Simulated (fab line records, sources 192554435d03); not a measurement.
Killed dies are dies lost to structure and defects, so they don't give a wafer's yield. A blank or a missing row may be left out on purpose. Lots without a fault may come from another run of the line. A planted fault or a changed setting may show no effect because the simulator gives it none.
fab line records | flow n5_finfet
record lots=5 wafers=15 last_day=18
route steps=1938 shown BEOL_M4@1099 BEOL_M5@1112 BEOL_M8@1377 PASSIVATION@1936
lots that met no fault: from a run of the same line without faults
start_h: hours from the record's first day to the start of the lot's first wafer shown | wait_h: hours since the lot's step before | " the same as in the row above | L1.1+2: a row that stands for several wafers | - no value, or no start given | * or withheld: withheld | < > ~ a bound
route shown NAME@n: a module of which the file shows steps, and the number in the route of the first | usual: mean/standard deviation of fault-free wafers | same: alike in all rows | chamber/n: place in a boat | sites: the reading at each site | _std_site: their standard deviation | _edge_site: outer sites' mean less inner sites' | radius_mm: how far each site lies from the wafer's centre | mask NAME#n: copy n | behind: the tool/chamber that last shaped the wafer | hold: why the lot was held/for how many hours/how that ended | device: the transistor (n, p or np) that didn't switch | end of line: the same wafers' tests at the end of the route | a step without rows: its recipe alone | killed: dies lost to structure and defects at the first sort, not the wafer's yield | map: a wafer's dies, x killed, . not, _ none there
set.NAME: the setting as run; set.NAME@STEP: as run at that earlier step | model.NAME: the simulator's own value behind a step, which no gauge read
lots at some steps of the route; a table a step, a row a wafer
services: from which hour (start_h, from the record's first day; less than 0 if before it) a tool's chamber was out of use, for how many hours, and why
## steps
# step N5_BEOL_M4_ANNEAL_95
# recipe temp_c=400 time_s=240 ambient=vacuum
# step N5_BEOL_M4_SPUTTER_96
# recipe material=Cu target_thk_a=45 temp_c=-20 chamber_pressure_pa=0.07 power_w=withheld time_s=8.29
# step N5_BEOL_M4_ECD_50
# recipe material=Cu target_thk_a=3000
# step N5_BEOL_M4_ANNEAL_51
# recipe temp_c=225 time_s=90 ambient=N2
# step N5_BEOL_M4_CMP_52
# recipe stop_on=SiOC t_overpolish_s=6.8 down_force_psi=1 platen_rpm=50 clearing_platen_down_force_psi=1.5 clearing_platen_rpm=50 post_cmp_clean=cu_alkaline target_thk_nm=40 clearing_platen_pad_velocity_m_s=0.99484 pad_velocity_m_s=0.99484
# step N5_BEOL_M4_PRE_CLEAN_60
# recipe gas=NH3/H2 time_s=15 temp_c=* rf_power_w=300
# step N5_BEOL_M4_CO_CAP_55
# recipe material=Co target_thk_a=20 temp_c=200 precursor=CCTBA/H2 pressure_torr=30 time_s=102.1
# step N5_BEOL_M4_PRE_CLEAN_56
# recipe gas=NH3 time_s=15 temp_c=withheld rf_power_w=300
# step N5_BEOL_M4_DEP_57
# recipe material=SiCN target_thk_a=80 temp_c=withheld precursor=3MS/NH3 pressure_torr=3 rf_w=202 time_s=14
# step N5_BEOL_M4_RC_MEAS_101
# usual DIBL_N=36.4/1.3 DIBL_P=36.5/1.7 IOFF_N=0.154/0.022 IOFF_P=0.202/0.025 ION_N=671/9.8 ION_P=460/6.8 SS_N=71.6/0.54 SS_P=73.4/0.58 VT_N=250.9/2.8 VT_P=-251.4/2.7
# columns lot.wafer tool chamber start_h wait_h DIBL_N[mV/V] DIBL_P[mV/V] IOFF_N[nA/um] IOFF_P[nA/um] ION_N[uA/um] ION_P[uA/um] SS_N[mV/dec] SS_P[mV/dec] VT_N[mV] VT_P[mV]
L191.1 prober-01 0 220.71 0.0 35.5 34.0 0.128 0.193 665 465 71.0 72.4 253.5 -250.1
L191.4 " 0 " " 36.4 35.6 0.153 0.212 674 466 71.6 73.0 248.7 -251.0
L191.5 " 0 " " 35.0 33.7 0.125 0.180 675 466 70.8 72.0 253.2 -252.8
L195.1 prober-02 0 261.41 0.0 35.9 35.8 0.158 0.198 677 467 72.0 74.0 248.8 -247.8
L195.4 " 0 " " 36.6 37.2 0.176 0.216 679 461 72.1 73.8 249.0 -251.8
L195.6 " 0 " " 35.4 35.5 0.147 0.183 678 469 71.9 73.9 250.8 -252.8
L198.1 prober-01 0 268.26 0.0 36.6 37.4 0.153 0.212 674 459 71.7 73.6 252.2 -250.5
L198.3 " 0 " " 35.0 34.5 0.117 0.174 641 448 71.2 72.7 256.2 -253.7
L198.6 " 0 " " 37.1 36.2 0.148 0.200 662 452 72.0 73.3 255.1 -250.5
L199.1 prober-02 0 270.44 0.0 36.4 36.4 0.150 0.220 665 464 72.0 72.8 249.2 -249.8
L199.4 " 0 " " 36.1 35.2 0.142 0.202 663 459 71.1 72.6 252.9 -249.2
L199.6 " 0 " " 36.9 36.9 0.161 0.217 667 459 72.2 73.0 251.3 -248.2
L203.1 prober-01 0 310.67 0.0 33.7 33.9 0.121 0.185 672 463 70.7 72.6 252.3 -248.9
L203.2 " 0 " " 34.9 35.8 0.146 0.217 684 471 71.2 73.6 250.0 -247.5
L203.6 " 0 " " 34.2 34.5 0.128 0.194 663 464 70.9 72.4 251.7 -248.6
# step N5_BEOL_M5_ILD_DEP_00
# recipe material=SiCOH_lowk target_thk_a=1406.4 temp_c=300 precursor=DEMS/porogen pressure_torr=5 rf_w=500 time_s=25.9
# step N5_BEOL_M5_CURE_79
# recipe temp_c=385 time_s=240 ambient=He/Ar material=SiCOH_lowk
# step N5_BEOL_M5_PECVD_70
# recipe material=SiO2 target_thk_a=160 temp_c=400 precursor=TEOS/O2 pressure_torr=5.5 rf_w=450 teos_flow_sccm=53.8 gas=O2 flow_sccm=3000 time_s=18
# step N5_BEOL_M5_HM_DEP_02
# recipe material=TiN target_thk_a=200 temp_c=25 chamber_pressure_pa=0.49996
# step N5_BEOL_M5_COAT_59
# recipe resist=SOC temp_c=250 time_s=60 spin_rpm=1500 resist_thk_nm=60
# step N5_BEOL_M5_COAT_60
# recipe resist=SiARC temp_c=220 time_s=60 spin_rpm=1500 resist_thk_nm=12
# step N5_BEOL_M5_COAT_71
# recipe resist=underlayer temp_c=205 time_s=60 spin_rpm=1500 resist_thk_nm=5
# step N5_BEOL_M5_COAT_05
# recipe resist=CAR-EUV spin_rpm=1500 resist_thk_nm=30
# step N5_BEOL_M5_EBR_07
# recipe solvent=PGMEA ebr_width_mm=1.5
# step N5_BEOL_M5_SOFTBAKE_06
# recipe temp_c=110 time_s=60 resist=CAR-EUV
# step N5_BEOL_M5_EXPOSE_08
# recipe mask_id=M5 na=0.33 source_shape=annular sigma_inner=0.4 sigma_outer=0.8 polarization=unpolarized target_cd_nm=28 dose_mj=35.75
# step N5_BEOL_M5_PEB_09
# recipe peb_temp_c=100 peb_time_s=60 resist=CAR-EUV
# step N5_BEOL_M5_DEVELOP_10
# recipe develop_time_s=30 developer=TMAH resist=CAR-EUV rinse_liquid=surfactant_rinse dry=air_spin dev_temp_c=23
# step N5_BEOL_M5_DESCUM_16
# recipe chemistry=O2 time_s=7 source_power_w=50 bias_power_w=20 pressure_mtorr=20 rf_frequency_hz=2.712e+07 temp_c=40 resist=CAR-EUV o2_flow_sccm=225
# step N5_BEOL_M5_ETCH_72
# recipe chemistry=N2/H2 target=underlayer target_depth_a=65 mask_material=CAR-EUV time_s=5.2 ion_energy_ev=200 pressure_mtorr=30 source_w=840 bias_w=150 n2_flow_sccm=200 h2_flow_sccm=200 ends=cleared
# step N5_BEOL_M5_ETCH_61
# recipe chemistry=CF4 target=SiARC target_depth_a=156 mask_material=CAR-EUV time_s=26 ion_energy_ev=80 pressure_mtorr=40 source_w=545 bias_w=36 Ar_flow_sccm=100 cf4_flow_sccm=100 ends=cleared
# step N5_BEOL_M5_ETCH_62
# recipe chemistry=N2/H2 target=SOC target_depth_a=750 overetch_a=150 mask_material=SiARC temp_c=40 time_s=112.5 ion_energy_ev=200 pressure_mtorr=30 source_w=840 bias_w=150 n2_flow_sccm=200 h2_flow_sccm=200
# step N5_BEOL_M5_STRIP_63
# recipe chemistry=N2/H2 temp_c=40 n2_flow_sccm=200 h2_flow_sccm=200 rf_frequency_hz=6e+07
# step N5_BEOL_M5_STRIP_73
# recipe chemistry=N2/H2 temp_c=40 n2_flow_sccm=200 h2_flow_sccm=200 rf_frequency_hz=6e+07
# step N5_BEOL_M5_STRIP_64
# recipe chemistry=CF4 resist=SiARC power_w=300 bias_power_w=75 pressure_mtorr=50 cf4_flow_sccm=150 rf_frequency_hz=6e+07
# step N5_BEOL_M5_HM_OPEN_17
# recipe chemistry=Cl2/BCl3 target_depth_a=200 overetch_a=60 target=TiN mask_material=SOC ion_energy_ev=150 pressure_mtorr=10 icp_w=1000 bias_w=126 Cl2_flow_sccm=53.25 bcl3_flow_sccm=21.75 Ar_flow_sccm=25
# step N5_BEOL_M5_STRIP_19
# recipe chemistry=O2 power_w=400 temp_c=40 pressure_mtorr=30 rf_frequency_hz=6e+07 bias_power_w=0 overash_fraction=0.2 o2_flow_sccm=225
# step N5_BEOL_M5_COAT_65
# recipe resist=SOC temp_c=250 time_s=60 spin_rpm=1500 resist_thk_nm=60
# step N5_BEOL_M5_COAT_66
# recipe resist=SiARC temp_c=220 time_s=60 spin_rpm=1500 resist_thk_nm=12
# step N5_BEOL_M8_TRENCH_ETCH_37
# recipe chemistry=C4F6/O2 target_depth_a=934.78 target=SiCOH_lowk time_s=31.2 ion_energy_ev=250 pressure_mtorr=30 source_w=345 bias_w=185 Ar_flow_sccm=300 C4F6_flow_sccm=10 O2_flow_sccm=10
# usual C4F6_flow_sccm=10.005/0.03 O2_flow_sccm=9.998/0.03 drypump_motor_current_A=5.9/0.37 oes_product_au=0.78/0.089 rf_vpp_V=665/6 showerhead_plenum_p_Torr=2.79/0.078 throttle_valve_pct=21.02/0.27
# columns lot.wafer tool chamber start_h wait_h C4F6_flow_sccm O2_flow_sccm drypump_motor_current_A oes_product_au rf_hours_counter_h rf_vpp_V showerhead_plenum_p_Torr throttle_valve_pct model.TiN_of_BEOL_M8_HM_DEP_02.thk_nm
L191.1 rie_diel-05 3 257.94 - 9.960 10.084 5.7 0.69 249 654 2.81 21.03 17.4
L191.4 " 3 " " 10.000 10.052 5.7 0.69 - 656 2.81 21.02 17.4
L191.5 " 2 " " 9.989 9.984 6.2 0.88 - 664 2.90 20.99 17.4
L195.1 rie_diel-05 1 297.70 - - - - - - - - - 20
L195.4 " 2 " " - - - - - - - - 20
L195.6 " 2 " " - - - - - - - - 20
L199.1 rie_diel-05 1 304.99 - - - - - - - - - 20.2
L199.4 " 0 " " - - - - - - - - 20
L199.6 " 3 " " - - - - - - - - 19.8
L198.1 rie_diel-06 3 305.09 - - - - - - - - - 20.4
L198.3 " 1 " " - - - - - - - - 20.2
L198.6 " 1 " " - - - - - - - - 20.4
L203.1 rie_diel-02 2 357.59 - 9.998 10.025 6.1 0.70 247 676 2.91 21.44 17.2
L203.2 " 1 " " 10.052 9.957 5.0 0.68 250 658 2.70 21.06 17.4
L203.6 " 0 " " 10.006 10.026 5.9 0.93 - 671 3.01 20.74 17.2
# step N5_BEOL_M8_OCD_MEAS_38
# usual trench_depth_nm=92.8/1.3
# columns lot.wafer tool chamber start_h wait_h trench_depth_nm
L191.1 ocd-02 - 258.09 - 93.0
L191.4 " - " " 92.2
L191.5 " - " " 94.9
L195.1 ocd-01 - 297.86 - 0
L195.4 " - " " 0
L195.6 " - " " 0.5
L199.1 ocd-01 - 305.15 - 0
L199.4 " - " " 0.2
L199.6 " - " " 0.3
L198.1 ocd-02 - 305.24 - 0
L198.3 " - " " 0
L198.6 " - " " 0
L203.1 ocd-01 - 357.75 - 91.2
L203.2 " - " " 92.2
L203.6 " - " " 93.1
# step N5_BEOL_M8_CMP_52
# recipe stop_on=SiCOH_lowk t_overpolish_s=6.9 down_force_psi=1 platen_rpm=50 clearing_platen_down_force_psi=1.5 clearing_platen_rpm=50 post_cmp_clean=cu_alkaline target_thk_nm=80 clearing_platen_pad_velocity_m_s=0.99484 pad_velocity_m_s=0.99484
# usual motor_current_A=6.2/0.47
# columns lot.wafer tool chamber start_h wait_h motor_current_A model.Cu_of_BEOL_M8_ECD_50.thk_nm
L191.1 cmp-01 0 262.03 0.3 6.3 79.8
L191.4 " 2 " " 7.1 79
L191.5 " 3 " " 6.4 81.8
L195.4 cmp-01 2 300.92 0.1 7.0 0
L195.1 " 3 " " 6.2 1
L195.6 " 2 " " 7.0 1.4
L199.1 cmp-01 0 308.18 0.3 6.3 0.2
L199.4 " 3 " " 6.3 0.2
L199.6 " 0 " " 6.1 0.2
L198.1 cmp-01 1 308.44 0.4 6.7 0
L198.3 " 3 " " 6.3 0
L198.6 " 1 " " 6.5 1.2
L203.1 cmp-01 1 360.66 0.3 6.9 76.8
L203.2 " 0 " " 6.0 77.6
L203.6 " 1 " " 6.6 78.8
# step N5_PASSIVATION_PROBE_49
# usual defect_limited_yield=91.1/1.3 killed_at_M0_to_M3=34/10 killed_at_M4_up=14/5.7 killed_at_contacts=12/5.9 killed_at_front_end=41/12 killed_at_other=4/3.1 killed_dies=105/15 killed_on_rim=14/4.2 killed_open=69/11 killed_short=35/7.8 sort_bin_5_function=5.3/0.81 sort_bin_6_memory=3.3/0.75 sort_n_pass=1075/15 sort_yield_pct=91.1/1.3
# same gross_dies=1180 killed_at_back_side=0 sort_bin_4_leakage[%]=0 sort_bin_8_speed[%]=0
# columns lot.wafer tool chamber start_h wait_h defect_limited_yield[%] killed_at_M0_to_M3 killed_at_M4_up killed_at_contacts killed_at_front_end killed_at_other killed_dies killed_on_rim killed_open killed_short sort_bin_5_function[%] sort_bin_6_memory[%] sort_n_pass sort_yield_pct[%]
L195.1 prober-01 - 364.17 0.0 0 37 1081 20 35 7 1180 152 81 37 95.7 3.7 0 0
L195.4 prober-01 - 364.32 0.2 0 25 1085 15 54 1 1180 152 69 45 96.1 3.3 0 0
L195.6 prober-01 - 364.42 0.3 0 18 1107 19 30 6 1180 152 69 36 95.6 3.7 0 0
L199.1 prober-01 - 374.46 0.0 0 38 1094 12 33 3 1180 152 67 29 96.4 3.6 0 0
L199.4 prober-01 - 374.61 0.2 0 58 1080 8 33 1 1180 152 73 42 96.4 3.6 0 0
L199.6 prober-01 - 374.71 0.3 0 29 1089 2 59 1 1180 152 49 45 96.9 2.6 0 0
L198.1 prober-01 - 382.65 0.0 0 28 1102 7 41 2 1180 152 68 26 97.5 2.0 0 0
L198.3 prober-01 - 382.75 0.1 0 44 1087 12 35 2 1180 152 67 43 95.4 4.0 0 0
L198.6 prober-01 - 382.90 0.3 0 38 1098 10 32 2 1180 152 72 29 96.2 3.6 0 0
# killed by level:class
L195.1 BEOL_M8:area_etch=1060 MOL_CONTACT_COAG:geometric_particle:open=16 STI_FIN_REVEAL:geometric_particle:open=11 BEOL_M4:geometric_particle:open=11 BEOL_M0_SAQP:geometric_particle:open=9 BEOL_M1:geometric_particle:open=8 BEOL_M3:geometric_particle:open=6 GATE_CUT:geometric_particle:short=5
L195.4 BEOL_M8:area_etch=1065 MOL_CONTACT_COAG:geometric_particle:open=12 BEOL_M0_SAQP:geometric_particle:open=10 ILD0:geometric_particle:short=8 BEOL_M4:geometric_particle:open=8 STI_FIN_REVEAL:geometric_particle:open=7 GATE_CUT:geometric_particle:short=6 GATE_CUT:geometric_particle:open=6
L195.6 BEOL_M8:area_etch=1072 BEOL_M4:geometric_particle:open=21 MOL_CONTACT_COAG:geometric_particle:open=17 STI_FIN_REVEAL:geometric_particle:open=7 GATE_CUT:geometric_particle:short=6 BEOL_M2:geometric_particle:short=6 BEOL_M0:geometric_particle:short=4 BEOL_M1:geometric_particle:open=4
L199.1 BEOL_M8:area_etch=1083 BEOL_M3:geometric_particle:open=18 FIN_SAQP:geometric_particle:short=11 MOL_CONTACT_COAG:geometric_particle:open=9 FIN_SAQP:geometric_particle:open=8 BEOL_M0_SAQP:geometric_particle:open=8 DUMMY_GATE:geometric_particle:open=4 BEOL_M4:geometric_particle:open=4
L199.4 BEOL_M8:area_etch=1063 BEOL_M0_SAQP:geometric_particle:short=17 BEOL_M1:geometric_particle:open=11 BEOL_M0_SAQP:geometric_particle:open=10 FIN_SAQP:geometric_particle:short=8 BEOL_M3:geometric_particle:open=8 MOL_CONTACT_COAG:geometric_particle:open=6 BEOL_M8:geometric_particle:open=6
L199.6 BEOL_M8:area_etch=1084 FIN_SAQP:geometric_particle:short=17 GATE_CUT:geometric_particle:short=10 FIN_SAQP:geometric_particle:open=8 BEOL_M0_SAQP:geometric_particle:short=6 STI_FIN_REVEAL:geometric_particle:open=5 BEOL_M0_SAQP:geometric_particle:open=5 BEOL_M1:geometric_particle:open=5
L198.1 BEOL_M8:area_etch=1080 STI_FIN_REVEAL:geometric_particle:open=11 FIN_SAQP:geometric_particle:open=8 BEOL_M0_SAQP:geometric_particle:short=7 MOL_CONTACT_COAG:geometric_particle:open=6 BEOL_M4:geometric_particle:open=6 STARTING-WAFER:geometric_particle:open=5 GATE_CUT:geometric_particle:short=5
L198.3 BEOL_M8:area_etch=1070 MOL_CONTACT_COAG:geometric_particle:open=11 STI_FIN_REVEAL:geometric_particle:open=9 BEOL_M0_SAQP:geometric_particle:open=9 BEOL_M2:geometric_particle:open=8 BEOL_M2:geometric_particle:short=7 FIN_SAQP:geometric_particle:short=6 BEOL_M3:geometric_particle:open=6
L198.6 BEOL_M8:area_etch=1077 FIN_SAQP:geometric_particle:open=13 BEOL_M0_SAQP:geometric_particle:open=10 BEOL_M0_SAQP:geometric_particle:short=10 MOL_CONTACT_COAG:geometric_particle:open=7 BEOL_M3:geometric_particle:open=6 BEOL_M5:geometric_particle:open=6 STI_FIN_REVEAL:geometric_particle:open=5
# map L195.1 (x killed, . not)
_________________xxxxxxxxxxxx________________
______________xxxxxxxxxxxxxxxxxx_____________
___________xxxxxxxxxxxxxxxxxxxxxxxx__________
__________xxxxxxxxxxxxxxxxxxxxxxxxxx_________
________xxxxxxxxxxxxxxxxxxxxxxxxxxxxxx_______
_______xxxxxxxxxxxxxxxxxxxxxxxxxxxxxxxx______
______xxxxxxxxxxxxxxxxxxxxxxxxxxxxxxxxxx_____
_____xxxxxxxxxxxxxxxxxxxxxxxxxxxxxxxxxxxx____
____xxxxxxxxxxxxxxxxxxxxxxxxxxxxxxxxxxxxxx___
___xxxxxxxxxxxxxxxxxxxxxxxxxxxxxxxxxxxxxxxx__
___xxxxxxxxxxxxxxxxxxxxxxxxxxxxxxxxxxxxxxxx__
__xxxxxxxxxxxxxxxxxxxxxxxxxxxxxxxxxxxxxxxxxx_
__xxxxxxxxxxxxxxxxxxxxxxxxxxxxxxxxxxxxxxxxxx_
_xxxxxxxxxxxxxxxxxxxxxxxxxxxxxxxxxxxxxxxxxxxx
_xxxxxxxxxxxxxxxxxxxxxxxxxxxxxxxxxxxxxxxxxxxx
_xxxxxxxxxxxxxxxxxxxxxxxxxxxxxxxxxxxxxxxxxxxx
_xxxxxxxxxxxxxxxxxxxxxxxxxxxxxxxxxxxxxxxxxxxx
_xxxxxxxxxxxxxxxxxxxxxxxxxxxxxxxxxxxxxxxxxxxx
_xxxxxxxxxxxxxxxxxxxxxxxxxxxxxxxxxxxxxxxxxxxx
_xxxxxxxxxxxxxxxxxxxxxxxxxxxxxxxxxxxxxxxxxxxx
_xxxxxxxxxxxxxxxxxxxxxxxxxxxxxxxxxxxxxxxxxxxx
__xxxxxxxxxxxxxxxxxxxxxxxxxxxxxxxxxxxxxxxxxx_
__xxxxxxxxxxxxxxxxxxxxxxxxxxxxxxxxxxxxxxxxxx_
___xxxxxxxxxxxxxxxxxxxxxxxxxxxxxxxxxxxxxxxx__
___xxxxxxxxxxxxxxxxxxxxxxxxxxxxxxxxxxxxxxxx__
____xxxxxxxxxxxxxxxxxxxxxxxxxxxxxxxxxxxxxx___
_____xxxxxxxxxxxxxxxxxxxxxxxxxxxxxxxxxxxx____
______xxxxxxxxxxxxxxxxxxxxxxxxxxxxxxxxxx_____
_______xxxxxxxxxxxxxxxxxxxxxxxxxxxxxxxx______
________xxxxxxxxxxxxxxxxxxxxxxxxxxxxxx_______
__________xxxxxxxxxxxxxxxxxxxxxxxxxx_________
___________xxxxxxxxxxxxxxxxxxxxxxxx__________
______________xxxxxxxxxxxxxxxxxx_____________
_________________xxxxxxxxxxxx________________
# map L198.1 (x killed, . not)
_________________xxxxxxxxxxxx________________
______________xxxxxxxxxxxxxxxxxx_____________
___________xxxxxxxxxxxxxxxxxxxxxxxx__________
__________xxxxxxxxxxxxxxxxxxxxxxxxxx_________
________xxxxxxxxxxxxxxxxxxxxxxxxxxxxxx_______
_______xxxxxxxxxxxxxxxxxxxxxxxxxxxxxxxx______
______xxxxxxxxxxxxxxxxxxxxxxxxxxxxxxxxxx_____
_____xxxxxxxxxxxxxxxxxxxxxxxxxxxxxxxxxxxx____
____xxxxxxxxxxxxxxxxxxxxxxxxxxxxxxxxxxxxxx___
___xxxxxxxxxxxxxxxxxxxxxxxxxxxxxxxxxxxxxxxx__
___xxxxxxxxxxxxxxxxxxxxxxxxxxxxxxxxxxxxxxxx__
__xxxxxxxxxxxxxxxxxxxxxxxxxxxxxxxxxxxxxxxxxx_
__xxxxxxxxxxxxxxxxxxxxxxxxxxxxxxxxxxxxxxxxxx_
_xxxxxxxxxxxxxxxxxxxxxxxxxxxxxxxxxxxxxxxxxxxx
_xxxxxxxxxxxxxxxxxxxxxxxxxxxxxxxxxxxxxxxxxxxx
_xxxxxxxxxxxxxxxxxxxxxxxxxxxxxxxxxxxxxxxxxxxx
_xxxxxxxxxxxxxxxxxxxxxxxxxxxxxxxxxxxxxxxxxxxx
_xxxxxxxxxxxxxxxxxxxxxxxxxxxxxxxxxxxxxxxxxxxx
_xxxxxxxxxxxxxxxxxxxxxxxxxxxxxxxxxxxxxxxxxxxx
_xxxxxxxxxxxxxxxxxxxxxxxxxxxxxxxxxxxxxxxxxxxx
_xxxxxxxxxxxxxxxxxxxxxxxxxxxxxxxxxxxxxxxxxxxx
__xxxxxxxxxxxxxxxxxxxxxxxxxxxxxxxxxxxxxxxxxx_
__xxxxxxxxxxxxxxxxxxxxxxxxxxxxxxxxxxxxxxxxxx_
___xxxxxxxxxxxxxxxxxxxxxxxxxxxxxxxxxxxxxxxx__
___xxxxxxxxxxxxxxxxxxxxxxxxxxxxxxxxxxxxxxxx__
____xxxxxxxxxxxxxxxxxxxxxxxxxxxxxxxxxxxxxx___
_____xxxxxxxxxxxxxxxxxxxxxxxxxxxxxxxxxxxx____
______xxxxxxxxxxxxxxxxxxxxxxxxxxxxxxxxxx_____
_______xxxxxxxxxxxxxxxxxxxxxxxxxxxxxxxx______
________xxxxxxxxxxxxxxxxxxxxxxxxxxxxxx_______
__________xxxxxxxxxxxxxxxxxxxxxxxxxx_________
___________xxxxxxxxxxxxxxxxxxxxxxxx__________
______________xxxxxxxxxxxxxxxxxx_____________
_________________xxxxxxxxxxxx________________
## services
# columns tool chamber start_h hours kind
rie_diel-02 - 243.77 0.4 repair
cmp-01 - 245.32 0.2 repair
rie_diel-05 0 246.43 14.1 repair
rie_diel-06 1 249.84 9.5 repair
rie_diel-05 3 260.62 - clean
rie_diel-05 3 260.62 - consumable_replace:focus_ring
rie_diel-05 3 260.62 24.3 scheduled_down
rie_diel-05 3 260.62 24.3 vent_cycle
rie_diel-06 0 274.73 1.6 repair
rie_diel-06 0 276.83 7.2 repair
rie_diel-02 0 286.55 12.4 repair
cmp-01 - 312.53 4.0 pm
cmp-01 - 316.53 - consumable_replace:conditioner
cmp-01 - 316.53 - consumable_replace:pad
rie_diel-02 - 320.74 3.6 repair
cmp-01 - 323.65 2.2 repair
rie_diel-02 3 326.28 - clean
rie_diel-02 3 326.28 - consumable_replace:focus_ring
rie_diel-02 3 326.28 - consumable_replace:showerhead
rie_diel-02 3 326.28 17.4 scheduled_down
rie_diel-02 2 328.81 3.2 repair
cmp-01 - 331.05 0.6 repair
cmp-01 - 350.54 2.7 repair
rie_diel-06 1 352.27 2.4 repair
## key
first_sign step=N5_BEOL_M8_TRENCH_ETCH_37 reading=tool_record direction=missing
effect step=N5_BEOL_M8_OCD_MEAS_38 reading=trench_depth_nm direction=down sigmas=70 usual=92.8 struck=0.1
effect step=N5_PASSIVATION_PROBE_49 reading=killed_at_M4_up direction=up sigmas=99+ usual=14 struck=1091
model_effect step=N5_BEOL_M8_TRENCH_ETCH_37 value=TiN_of_BEOL_M8_HM_DEP_02.thk_nm without=17.4 struck=20.11
model_effect step=N5_BEOL_M8_CMP_52 value=Cu_of_BEOL_M8_ECD_50.thk_nm without=80.09 struck=0.4667
more_kills_born_at N5_BEOL_M8_TRENCH_ETCH_37@rie_diel-05=6427 N5_BEOL_M8_TRENCH_ETCH_37@rie_diel-06=3227
met_at N5_BEOL_M8_TRENCH_ETCH_37
struck_wafers L195.1,L195.4,L195.6,L198.1,L198.3,L198.6,L199.1,L199.4,L199.6
later_rows_left_out L195.1,L195.4,L195.6,L198.1,L198.3,L198.6,L199.1,L199.4,L199.6
onset_between 257.94 297.70
fault kind=skipped_step_whole tool=rie_diel-05,rie_diel-06 chamber=- onset_h=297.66 steps=N5_BEOL_M8_TRENCH_ETCH_37 scope=struck_lots_only
# later_rows_left_out: the simulator's readings of these wafers behind a module that went badly wrong aren't trusted and aren't shown, but for the sort
